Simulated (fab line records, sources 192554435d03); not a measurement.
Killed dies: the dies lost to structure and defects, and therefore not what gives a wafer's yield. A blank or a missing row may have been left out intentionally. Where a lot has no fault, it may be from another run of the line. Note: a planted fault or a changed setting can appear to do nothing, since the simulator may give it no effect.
Chamber matching	flow n5-finfet	N5_FIN_CUT_CUT_ETCH_26 on rie-diel-02 has 4 sister chambers
The step etches SiNx in CH3F/O2, target depth 39 nm, time 55.7 s. 8 wafers are shown with their chamber, then 7 later ones without.

## WAFERS PAIRED WITH THEIR CHAMBERS
wafer	chamber	drypump-motor-current-A (A)	throttle-valve-pct (%)
L082.3	2	6.5	16.46
L082.5	0	5.4	15.84
L083.3	3	5.4	16.42
L083.5	0	5.4	15.83
L085.1	2	6.4	16.48
L085.5	3	5.4	16.42
L086.2	1	5.7	16.20
L086.5	1	5.7	16.19

## WAFERS WITH NO CHAMBER GIVEN
wafer	drypump-motor-current-A (A)	throttle-valve-pct (%)
L086.6	5.4	15.84
L090.3	5.4	15.86
L090.5	6.4	16.48
L090.6	5.7	16.21
L096.1	5.4	15.89
L096.2	5.7	16.21
L096.3	6.5	16.51

## CHAMBER TAKEN BY EACH
wafer	from the rows above	in truth
L086.6	0	0
L090.3	0	0
L090.5	2	2
L090.6	1	1
L096.1	0	0
L096.2	1	1
L096.3	2	2
7 of 7 placed correctly. Left unplaced by these rows: 0. Number placed wrongly: 0.
How it was worked out, from the rows above alone: a wafer's distance from a chamber is the root of the sum, over the readings, of the square of ((its reading less the chamber's mean) divided by the reading's scatter). If the next closest chamber is less than 2 further off than the closest, the wafer can't be placed; otherwise it belongs to the closest. The mean given for a chamber averages the wafers shown for that chamber. How the scatter is found: for the shown wafers, subtract from each reading the mean of its chamber, square and add these, divide the total by (wafers less chambers), then take the root.
